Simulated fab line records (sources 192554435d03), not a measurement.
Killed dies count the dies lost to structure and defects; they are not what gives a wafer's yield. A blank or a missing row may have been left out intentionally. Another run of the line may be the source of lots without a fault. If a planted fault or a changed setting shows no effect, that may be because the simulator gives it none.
fab line records :: flow n5Finfet :: part 2 of 2: steps 16 to 27 of 27
[record]
  lots = 5
  wafers = 15
  lastDay = 17
route steps=1938 shown SD_EPI_N@267
lots that met no fault: from a run of the same line without faults
startH: hours from the record's opening day to when the first of the lot's shown wafers began :: waitH: time in hours since the lot's previous step :: " unchanged from the row above :: L1.1+2: a single row standing in for several wafers :: - no value, or no start was given :: * or withheld: withheld :: < > ~ a bound
route shown NAME@n: NAME is a module with steps in the file, n the number in the route of the first one :: usual: mean/standard deviation taken from wafers without a fault :: same: alike in all rows :: chamber/n: place in a boat :: sites: each site's reading :: _std_site: the standard deviation of these :: _edge_site: inner sites' mean taken away from outer sites' mean :: radiusMm: for every site, how far away it sits from the centre of the wafer :: mask NAME#n: copy n :: behind: the most recent tool/chamber to have shaped the wafer :: hold: why the lot went on hold/how many hours it stayed there/how the hold came to an end :: device: whichever transistor did not switch (one of n, p or np) :: end of line: the same wafers' tests at the end of the route :: step lacking rows: just its recipe :: killed: dies that structure and defects cost at the first sort, which is not the same as the wafer's yield :: map: dies across one wafer; x = killed, . = not, _ = none there
set.NAME: the setting that was run; set.NAME@STEP: the one run at that earlier step :: model.NAME: the simulator's own value behind a step, which no gauge read
lots seen at some steps along the route; tables by step, rows by wafer
services: a tool's chamber out of use, with start hour (startH, from the record's first day; less than 0 if before it), hours out, and reason
[[steps]]
[step N5_SD_EPI_N_STRIP_38]
[recipe]
  chemistry = N2/H2
  powerW = 1000
  tempC = 250
  h2Frac = 0.65
  overashFraction = 0.3
  pressureMtorr = withheld
  n2FlowSccm = 1750
  h2FlowSccm = 3250
[usual]
  drypumpMotorCurrentA = 6.3/0.36
  heaterPowerW = 342/29
  n2FlowSccm = 1750/4.9
  oesProductAu = 0.762/0.012
lot.wafer: L078.1
tool: plasmaAsher-02
chamber: 0
startH: 76.45
waitH: 0.1
drypumpMotorCurrentA: 6.5
heaterPowerW: 374
n2FlowSccm: 1752
oesProductAu: 0.768
rfHoursCounterH: 81

lot.wafer: L078.2
tool: plasmaAsher-02
chamber: 1
startH: 76.45
waitH: 0.1
drypumpMotorCurrentA: 5.9
heaterPowerW: 326
n2FlowSccm: 1754
oesProductAu: 0.751
rfHoursCounterH: 81

lot.wafer: L078.6
tool: plasmaAsher-02
chamber: 1
startH: 76.45
waitH: 0.1
drypumpMotorCurrentA: 5.9
heaterPowerW: 327
n2FlowSccm: 1754
oesProductAu: 0.762
rfHoursCounterH: -

lot.wafer: L083.2
tool: plasmaAsher-01
chamber: 0
startH: 103.18
waitH: 0.1
drypumpMotorCurrentA: 6.0
heaterPowerW: 378
n2FlowSccm: 1750
oesProductAu: 0.740
rfHoursCounterH: 45

lot.wafer: L083.4
tool: plasmaAsher-01
chamber: 0
startH: 103.18
waitH: 0.1
drypumpMotorCurrentA: 6.0
heaterPowerW: 367
n2FlowSccm: 1755
oesProductAu: 0.756
rfHoursCounterH: -

lot.wafer: L083.5
tool: plasmaAsher-01
chamber: 0
startH: 103.18
waitH: 0.1
drypumpMotorCurrentA: 6.0
heaterPowerW: 353
n2FlowSccm: 1750
oesProductAu: 0.758
rfHoursCounterH: -

lot.wafer: L088.1
tool: plasmaAsher-01
chamber: 0
startH: 135.24
waitH: 0.1
drypumpMotorCurrentA: 6.0
heaterPowerW: 362
n2FlowSccm: 1752
oesProductAu: 0.752
rfHoursCounterH: 52

lot.wafer: L088.4
tool: plasmaAsher-01
chamber: 0
startH: 135.24
waitH: 0.1
drypumpMotorCurrentA: 6.0
heaterPowerW: 384
n2FlowSccm: 1753
oesProductAu: 0.782
rfHoursCounterH: -

lot.wafer: L088.5
tool: plasmaAsher-01
chamber: 1
startH: 135.24
waitH: 0.1
drypumpMotorCurrentA: 6.8
heaterPowerW: 310
n2FlowSccm: 1738
oesProductAu: 0.754
rfHoursCounterH: -

lot.wafer: L093.2
tool: plasmaAsher-02
chamber: 0
startH: 162.44
waitH: 0.1
drypumpMotorCurrentA: 6.5
heaterPowerW: 368
n2FlowSccm: 1759
oesProductAu: 0.755
rfHoursCounterH: 98

lot.wafer: L093.4
tool: plasmaAsher-02
chamber: 1
startH: 162.44
waitH: 0.1
drypumpMotorCurrentA: 5.9
heaterPowerW: 326
n2FlowSccm: 1749
oesProductAu: 0.749
rfHoursCounterH: -

lot.wafer: L093.6
tool: plasmaAsher-02
chamber: 0
startH: 162.44
waitH: 0.1
drypumpMotorCurrentA: 6.5
heaterPowerW: 376
n2FlowSccm: 1758
oesProductAu: 0.763
rfHoursCounterH: -

lot.wafer: L094.3
tool: plasmaAsher-01
chamber: 1
startH: 168.73
waitH: 0.1
drypumpMotorCurrentA: 6.8
heaterPowerW: 293
n2FlowSccm: 1750
oesProductAu: 0.755
rfHoursCounterH: -

lot.wafer: L094.5
tool: plasmaAsher-01
chamber: 0
startH: 168.73
waitH: 0.1
drypumpMotorCurrentA: 6.0
heaterPowerW: 366
n2FlowSccm: 1753
oesProductAu: 0.754
rfHoursCounterH: -

lot.wafer: L094.6
tool: plasmaAsher-01
chamber: 1
startH: 168.73
waitH: 0.1
drypumpMotorCurrentA: 6.9
heaterPowerW: 299
n2FlowSccm: 1754
oesProductAu: 0.736
rfHoursCounterH: -
[step N5_SD_EPI_N_WET_ETCH_43]
[recipe]
  chemistry = dHF
  dilution = withheld
  timeS = 14
  target = SiO2
  targetDepthA = 15
  tempC = 25
lot.wafer: L078.1+2+6
tool: wetBench-01
chamber: 7,5,3
startH: 76.53
waitH: -

lot.wafer: L083.2+4+5
tool: wetBench-06
chamber: 0,7,6
startH: 103.27
waitH: -

lot.wafer: L088.1+4+5
tool: wetBench-06
chamber: 4,5,3
startH: 135.33
waitH: -

lot.wafer: L093.2+4+6
tool: wetBench-03
chamber: 2,1,3
startH: 162.53
waitH: -

lot.wafer: L094.3+5+6
tool: wetBench-06
chamber: 2,6,3
startH: 168.80
waitH: -
[step N5_SD_EPI_N_STRIP_18]
[recipe]
  chemistry = SPM
  timeS = 750
  tempC = 130
  h2so4H2o2VolRatio = 4
lot.wafer: L078.1+2+6
tool: wetBench-01
chamber: 7,5,3
startH: 76.54
waitH: 0.0

lot.wafer: L083.2+4+5
tool: wetBench-06
chamber: 0,7,6
startH: 103.28
waitH: 0.0

lot.wafer: L088.1+4+5
tool: wetBench-06
chamber: 4,5,3
startH: 135.34
waitH: 0.0

lot.wafer: L093.2+4+6
tool: wetBench-03
chamber: 2,1,3
startH: 162.53
waitH: 0.0

lot.wafer: L094.3+5+6
tool: wetBench-06
chamber: 2,6,3
startH: 168.81
waitH: 0.0
[step N5_SD_EPI_N_SRD_20]
[recipe]
  dry = ipaMarangoni
  doPpb = 5
  timeS = 30
  tempC = 23
  rinseLiquid = diw
lot.wafer: L078.1+2+6
tool: wetBench-01
chamber: 7,5,3
startH: 76.75
waitH: 0.0

lot.wafer: L083.2+4+5
tool: wetBench-06
chamber: 0,7,6
startH: 103.48
waitH: 0.0

lot.wafer: L088.1+4+5
tool: wetBench-06
chamber: 4,5,3
startH: 135.55
waitH: 0.0

lot.wafer: L093.2+4+6
tool: wetBench-03
chamber: 2,1,3
startH: 162.74
waitH: 0.0

lot.wafer: L094.3+5+6
tool: wetBench-06
chamber: 2,6,3
startH: 169.02
waitH: 0.0
[step N5_SD_EPI_N_PRECLEAN_48]
[recipe]
  chemistry = NF3:NH3
  afsCycles = 2
  tempC = 30
  timeS = 20
  sublimationTempC = 180
  sublimationTimeS = 60
  pressureTorr = 3
  rfPowerW = 30
[usual]
  chamberPressureTorr = 3.000/0.007
[same]
  afsCycles = 2
lot.wafer: L078.1
tool: epiRpcvd-02
chamber: 0
startH: 76.80
waitH: 0.0
chamberPressureTorr: 3.007

lot.wafer: L078.2
tool: epiRpcvd-02
chamber: 0
startH: 76.80
waitH: 0.0
chamberPressureTorr: 3.002

lot.wafer: L078.6
tool: epiRpcvd-02
chamber: 0
startH: 76.80
waitH: 0.0
chamberPressureTorr: 2.999

lot.wafer: L083.2
tool: epiRpcvd-01
chamber: 0
startH: 103.61
waitH: 0.1
chamberPressureTorr: 2.996

lot.wafer: L083.4
tool: epiRpcvd-01
chamber: 0
startH: 103.61
waitH: 0.1
chamberPressureTorr: 3.008

lot.wafer: L083.5
tool: epiRpcvd-01
chamber: 0
startH: 103.61
waitH: 0.1
chamberPressureTorr: 2.991

lot.wafer: L088.1
tool: epiRpcvd-03
chamber: 0
startH: 135.60
waitH: 0.0
chamberPressureTorr: 3.013

lot.wafer: L088.4
tool: epiRpcvd-03
chamber: 0
startH: 135.60
waitH: 0.0
chamberPressureTorr: 3.003

lot.wafer: L088.5
tool: epiRpcvd-03
chamber: 0
startH: 135.60
waitH: 0.0
chamberPressureTorr: 2.998

lot.wafer: L093.2
tool: epiRpcvd-02
chamber: 0
startH: 162.85
waitH: 0.1
chamberPressureTorr: 3.003

lot.wafer: L093.4
tool: epiRpcvd-02
chamber: 0
startH: 162.85
waitH: 0.1
chamberPressureTorr: 2.994

lot.wafer: L093.6
tool: epiRpcvd-02
chamber: 0
startH: 162.85
waitH: 0.1
chamberPressureTorr: 3.000

lot.wafer: L094.3
tool: epiRpcvd-03
chamber: 0
startH: 169.19
waitH: 0.2
chamberPressureTorr: 3.008

lot.wafer: L094.5
tool: epiRpcvd-03
chamber: 0
startH: 169.19
waitH: 0.2
chamberPressureTorr: 3.015

lot.wafer: L094.6
tool: epiRpcvd-03
chamber: 0
startH: 169.19
waitH: 0.2
chamberPressureTorr: 3.011
[step N5_SD_EPI_N_VAPOR_ETCH_50]
[recipe]
  chemistry = HCl
  target = Si
  tempC = 775
  timeS = 54
  pressureTorr = 20
  mode = isotropic
[usual]
  chamberPressureTorr = 20.01/0.056
  throttleValvePct = 11.7/0.4
lot.wafer: L078.1
tool: epiRpcvd-02
chamber: 0
startH: 77.16
waitH: 0.3
chamberPressureTorr: 20.02
throttleValvePct: 11.8

lot.wafer: L078.2
tool: epiRpcvd-02
chamber: 0
startH: 77.16
waitH: 0.3
chamberPressureTorr: 20.04
throttleValvePct: 11.6

lot.wafer: L078.6
tool: epiRpcvd-02
chamber: 0
startH: 77.16
waitH: 0.3
chamberPressureTorr: 20.03
throttleValvePct: 11.8

lot.wafer: L083.2
tool: epiRpcvd-01
chamber: 0
startH: 104.05
waitH: 0.4
chamberPressureTorr: 19.99
throttleValvePct: 11.1

lot.wafer: L083.4
tool: epiRpcvd-01
chamber: 0
startH: 104.05
waitH: 0.4
chamberPressureTorr: 20.01
throttleValvePct: 11.3

lot.wafer: L083.5
tool: epiRpcvd-01
chamber: 0
startH: 104.05
waitH: 0.4
chamberPressureTorr: 19.99
throttleValvePct: 11.1

lot.wafer: L088.1
tool: epiRpcvd-03
chamber: 0
startH: 135.96
waitH: 0.3
chamberPressureTorr: 19.94
throttleValvePct: 12.1

lot.wafer: L088.4
tool: epiRpcvd-03
chamber: 0
startH: 135.96
waitH: 0.3
chamberPressureTorr: 20.06
throttleValvePct: 11.9

lot.wafer: L088.5
tool: epiRpcvd-03
chamber: 0
startH: 135.96
waitH: 0.3
chamberPressureTorr: 20.03
throttleValvePct: 12.0

lot.wafer: L093.2
tool: epiRpcvd-02
chamber: 0
startH: 163.18
waitH: 0.3
chamberPressureTorr: 20.00
throttleValvePct: 11.8

lot.wafer: L093.4
tool: epiRpcvd-02
chamber: 0
startH: 163.18
waitH: 0.3
chamberPressureTorr: 19.97
throttleValvePct: 12.1

lot.wafer: L093.6
tool: epiRpcvd-02
chamber: 0
startH: 163.18
waitH: 0.3
chamberPressureTorr: 19.98
throttleValvePct: 11.8

lot.wafer: L094.3
tool: epiRpcvd-03
chamber: 0
startH: 169.49
waitH: 0.2
chamberPressureTorr: 19.96
throttleValvePct: 12.1

lot.wafer: L094.5
tool: epiRpcvd-03
chamber: 0
startH: 169.49
waitH: 0.2
chamberPressureTorr: 19.93
throttleValvePct: 12.1

lot.wafer: L094.6
tool: epiRpcvd-03
chamber: 0
startH: 169.49
waitH: 0.2
chamberPressureTorr: 19.98
throttleValvePct: 12.2
[step N5_SD_EPI_N_EPI_21]
[recipe]
  material = Si:P
  dopant = P
  tempC = 680
  pressureTorr = 255
  timeS = 690
[usual]
  chamberPressureTorr = 255.0/0.58
  susceptor_temp_C_max = 681.2/0.65
[same]
  epiGrowthTimeS = 690
lot.wafer: L078.1
tool: epiRpcvd-02
chamber: 0
startH: 77.34
waitH: 0.1
chamberPressureTorr: 255.0
susceptor_temp_C_max: 681.8

lot.wafer: L078.2
tool: epiRpcvd-02
chamber: 0
startH: 77.34
waitH: 0.1
chamberPressureTorr: 254.7
susceptor_temp_C_max: 682.2

lot.wafer: L078.6
tool: epiRpcvd-02
chamber: 0
startH: 78.74
waitH: 1.4
chamberPressureTorr: 254.1
susceptor_temp_C_max: 682.1

lot.wafer: L083.2
tool: epiRpcvd-01
chamber: 0
startH: 104.63
waitH: 0.5
chamberPressureTorr: 255.1
susceptor_temp_C_max: 680.5

lot.wafer: L083.4
tool: epiRpcvd-01
chamber: 0
startH: 104.63
waitH: 0.5
chamberPressureTorr: 255.2
susceptor_temp_C_max: 680.3

lot.wafer: L083.5
tool: epiRpcvd-01
chamber: 0
startH: 104.63
waitH: 0.5
chamberPressureTorr: 254.6
susceptor_temp_C_max: 680.4

lot.wafer: L088.1
tool: epiRpcvd-03
chamber: 0
startH: 136.14
waitH: 0.1
chamberPressureTorr: 254.9
susceptor_temp_C_max: 680.8

lot.wafer: L088.4
tool: epiRpcvd-03
chamber: 0
startH: 136.14
waitH: 0.1
chamberPressureTorr: 254.9
susceptor_temp_C_max: 680.8

lot.wafer: L088.5
tool: epiRpcvd-03
chamber: 0
startH: 136.14
waitH: 0.1
chamberPressureTorr: 254.8
susceptor_temp_C_max: 681.4

lot.wafer: L093.2
tool: epiRpcvd-02
chamber: 0
startH: 163.61
waitH: 0.4
chamberPressureTorr: 255.3
susceptor_temp_C_max: 682.2

lot.wafer: L093.4
tool: epiRpcvd-02
chamber: 0
startH: 163.61
waitH: 0.4
chamberPressureTorr: 255.2
susceptor_temp_C_max: 682.2

lot.wafer: L093.6
tool: epiRpcvd-02
chamber: 0
startH: 163.61
waitH: 0.4
chamberPressureTorr: 254.9
susceptor_temp_C_max: 683.2

lot.wafer: L094.3
tool: epiRpcvd-03
chamber: 0
startH: 170.17
waitH: 0.7
chamberPressureTorr: 256.1
susceptor_temp_C_max: 680.9

lot.wafer: L094.5
tool: epiRpcvd-03
chamber: 0
startH: 170.17
waitH: 0.7
chamberPressureTorr: 256.5
susceptor_temp_C_max: 680.3

lot.wafer: L094.6
tool: epiRpcvd-03
chamber: 0
startH: 170.17
waitH: 0.7
chamberPressureTorr: 255.2
susceptor_temp_C_max: 681.0
[step N5_SD_EPI_N_EPI_MEAS_23]
[recipe]
  mode = xrd
[usual]
  thkNm = 59.2/1.3
lot.wafer: L078.1
tool: filmMetro-02
chamber: -
startH: 79.05
waitH: 1.4
thkNm: 57.4

lot.wafer: L078.2
tool: filmMetro-02
chamber: -
startH: 79.05
waitH: 1.4
thkNm: 58.9

lot.wafer: L078.6
tool: filmMetro-02
chamber: -
startH: 79.05
waitH: 1.4
thkNm: 58.7

lot.wafer: L083.2
tool: filmMetro-01
chamber: -
startH: 106.53
waitH: 1.5
thkNm: 59.8

lot.wafer: L083.4
tool: filmMetro-01
chamber: -
startH: 106.53
waitH: 1.5
thkNm: 60.3

lot.wafer: L083.5
tool: filmMetro-01
chamber: -
startH: 106.53
waitH: 1.5
thkNm: 60.3

lot.wafer: L088.1
tool: filmMetro-02
chamber: -
startH: 137.85
waitH: 1.4
thkNm: 60.9

lot.wafer: L088.4
tool: filmMetro-02
chamber: -
startH: 137.85
waitH: 1.4
thkNm: 58.3

lot.wafer: L088.5
tool: filmMetro-02
chamber: -
startH: 137.85
waitH: 1.4
thkNm: 58.9

lot.wafer: L093.2
tool: filmMetro-02
chamber: -
startH: 165.05
waitH: 1.2
thkNm: 60.1

lot.wafer: L093.4
tool: filmMetro-02
chamber: -
startH: 165.05
waitH: 1.2
thkNm: 60.6

lot.wafer: L093.6
tool: filmMetro-02
chamber: -
startH: 165.05
waitH: 1.2
thkNm: 60.4

lot.wafer: L094.3
tool: filmMetro-02
chamber: -
startH: 171.35
waitH: 0.9
thkNm: 61.8

lot.wafer: L094.5
tool: filmMetro-02
chamber: -
startH: 171.35
waitH: 0.9
thkNm: 59.0

lot.wafer: L094.6
tool: filmMetro-02
chamber: -
startH: 171.35
waitH: 0.9
thkNm: 59.0
[step N5_SD_EPI_N_PRECLEAN_24]
[recipe]
  chemistry = O3/DIW
  timeS = 60
  tempC = 22
  o3Ppm = 10
lot.wafer: L078.1+2+6
tool: wetBench-01
chamber: 3,4,6
startH: 79.09
waitH: 0.0

lot.wafer: L083.2+4+5
tool: wetBench-06
chamber: 6,0,5
startH: 106.57
waitH: 0.0

lot.wafer: L088.1+4+5
tool: wetBench-01
chamber: 3,1,0
startH: 137.89
waitH: 0.0

lot.wafer: L093.2+4+6
tool: wetBench-03
chamber: 4,1,2
startH: 165.08
waitH: 0.0

lot.wafer: L094.3+5+6
tool: wetBench-06
chamber: 2,1,3
startH: 171.38
waitH: 0.0
[step N5_SD_EPI_N_SRD_25]
[recipe]
  timeS = 30
  tempC = 23
  rinseLiquid = diw
  dry = ipaMarangoni
lot.wafer: L078.1+2+6
tool: wetBench-01
chamber: 3,4,6
startH: 79.11
waitH: 0.0

lot.wafer: L083.2+4+5
tool: wetBench-06
chamber: 6,0,5
startH: 106.59
waitH: 0.0

lot.wafer: L088.1+4+5
tool: wetBench-01
chamber: 3,1,0
startH: 137.91
waitH: 0.0

lot.wafer: L093.2+4+6
tool: wetBench-03
chamber: 4,1,2
startH: 165.10
waitH: 0.0

lot.wafer: L094.3+5+6
tool: wetBench-06
chamber: 2,1,3
startH: 171.40
waitH: 0.0
[step N5_SD_EPI_N_PRECLEAN_49]
[recipe]
  chemistry = NF3:NH3
  afsCycles = 1
  tempC = 30
  timeS = 20
  sublimationTempC = 180
  sublimationTimeS = 60
  pressureTorr = 3
  rfPowerW = 30
[same]
  afsCycles = 1
lot.wafer: L078.1+2+6
tool: remotePlasma-02
chamber: 0
startH: 79.16
waitH: 0.0

lot.wafer: L083.2+4+5
tool: remotePlasma-01
chamber: 0
startH: 106.67
waitH: 0.1

lot.wafer: L088.1+4+5
tool: remotePlasma-02
chamber: 0
startH: 137.96
waitH: 0.0

lot.wafer: L093.2+4+6
tool: remotePlasma-02
chamber: 0
startH: 165.19
waitH: 0.1

lot.wafer: L094.3+5+6
tool: remotePlasma-01
chamber: 0
startH: 171.51
waitH: 0.1
[step N5_SD_EPI_N_LINER_46]
[recipe]
  material = SiNx
  targetThkA = 30
  tempC = 400
  aldPrecursorFamily = SiH2I2
  aldCoReactant = N2/H2-plasma
  pressureTorr = 2
[usual]
  chamberPressureTorr = 2.000/0.0044
  heaterPowerW = 896/97
lot.wafer: L078.1
tool: aldSin-03
chamber: 2
startH: 79.36
waitH: 0.2
chamberPressureTorr: 1.997
heaterPowerW: 858

lot.wafer: L078.2
tool: aldSin-03
chamber: 1
startH: 79.36
waitH: 0.2
chamberPressureTorr: 1.999
heaterPowerW: 661

lot.wafer: L078.6
tool: aldSin-03
chamber: 3
startH: 79.36
waitH: 0.2
chamberPressureTorr: 1.997
heaterPowerW: 843

lot.wafer: L083.2
tool: aldSin-01
chamber: 3
startH: 106.98
waitH: 0.3
chamberPressureTorr: 2.005
heaterPowerW: 893

lot.wafer: L083.4
tool: aldSin-01
chamber: 0
startH: 106.98
waitH: 0.3
chamberPressureTorr: 1.997
heaterPowerW: 933

lot.wafer: L083.5
tool: aldSin-01
chamber: 3
startH: 106.98
waitH: 0.3
chamberPressureTorr: 1.999
heaterPowerW: 927

lot.wafer: L088.1
tool: aldSin-01
chamber: 0
startH: 138.23
waitH: 0.2
chamberPressureTorr: 1.994
heaterPowerW: 949

lot.wafer: L088.4
tool: aldSin-01
chamber: 3
startH: 138.23
waitH: 0.2
chamberPressureTorr: 1.990
heaterPowerW: 898

lot.wafer: L088.5
tool: aldSin-01
chamber: 3
startH: 138.23
waitH: 0.2
chamberPressureTorr: 1.997
heaterPowerW: 900

lot.wafer: L093.2
tool: aldSin-01
chamber: 1
startH: 165.41
waitH: 0.2
chamberPressureTorr: 2.004
heaterPowerW: 875

lot.wafer: L093.4
tool: aldSin-01
chamber: 2
startH: 165.41
waitH: 0.2
chamberPressureTorr: 2.007
heaterPowerW: 808

lot.wafer: L093.6
tool: aldSin-01
chamber: 3
startH: 165.41
waitH: 0.2
chamberPressureTorr: 1.997
heaterPowerW: 911

lot.wafer: L094.3
tool: aldSin-03
chamber: 2
startH: 171.83
waitH: 0.3
chamberPressureTorr: 2.003
heaterPowerW: 881

lot.wafer: L094.5
tool: aldSin-03
chamber: 3
startH: 171.83
waitH: 0.3
chamberPressureTorr: 1.998
heaterPowerW: 849

lot.wafer: L094.6
tool: aldSin-03
chamber: 0
startH: 171.83
waitH: 0.3
chamberPressureTorr: 2.002
heaterPowerW: 924
[[services]]
tool: arfiScanner-01
chamber: -
startH: 53.15
hours: 8.0
kind: pm

tool: rieDiel-02
chamber: 3
startH: 59.04
hours: 16.3
kind: repair

tool: epiRpcvd-02
chamber: -
startH: 74.05
hours: 0.7
kind: repair

tool: plasmaAsher-02
chamber: -
startH: 74.07
hours: 0.6
kind: repair

tool: arfiScanner-01
chamber: -
startH: 76.82
hours: 3.9
kind: repair

tool: rieDiel-02
chamber: -
startH: 82.84
hours: 0.6
kind: repair

tool: wetBench-06
chamber: -
startH: 84.36
hours: 5.3
kind: repair

tool: epiRpcvd-02
chamber: -
startH: 86.12
hours: 1.5
kind: repair

tool: arfiScanner-01
chamber: -
startH: 86.71
hours: 4.8
kind: pm

tool: rieDiel-01
chamber: 2
startH: 94.27
hours: 9.5
kind: repair

tool: plasmaAsher-02
chamber: -
startH: 101.73
hours: 0.4
kind: repair

tool: plasmaAsher-02
chamber: -
startH: 108.00
hours: 1.7
kind: repair

tool: rieSi-03
chamber: 3
startH: 112.25
hours: 5.7
kind: repair

tool: arfiScanner-02
chamber: -
startH: 118.44
hours: 0.8
kind: pm

tool: epiRpcvd-02
chamber: -
startH: 119.59
hours: 0.6
kind: repair

tool: rieDiel-02
chamber: 2
startH: 123.29
hours: 4.0
kind: repair

tool: arfiScanner-01
chamber: -
startH: 127.74
hours: 1.3
kind: pm

tool: arfiScanner-01
chamber: -
startH: 132.66
hours: 0.8
kind: pm

tool: plasmaAsher-02
chamber: -
startH: 155.59
hours: 2.8
kind: pm

tool: arfiScanner-02
chamber: -
startH: 157.86
hours: 1.3
kind: pm

tool: rieSi-04
chamber: 2
startH: 159.35
hours: 9.5
kind: repair

tool: plasmaAsher-01
chamber: -
startH: 160.97
hours: 1.7
kind: repair

tool: rieDiel-02
chamber: 0
startH: 163.18
hours: 3.9
kind: repair

tool: arfiScanner-01
chamber: -
startH: 168.25
hours: 1.4
kind: repair
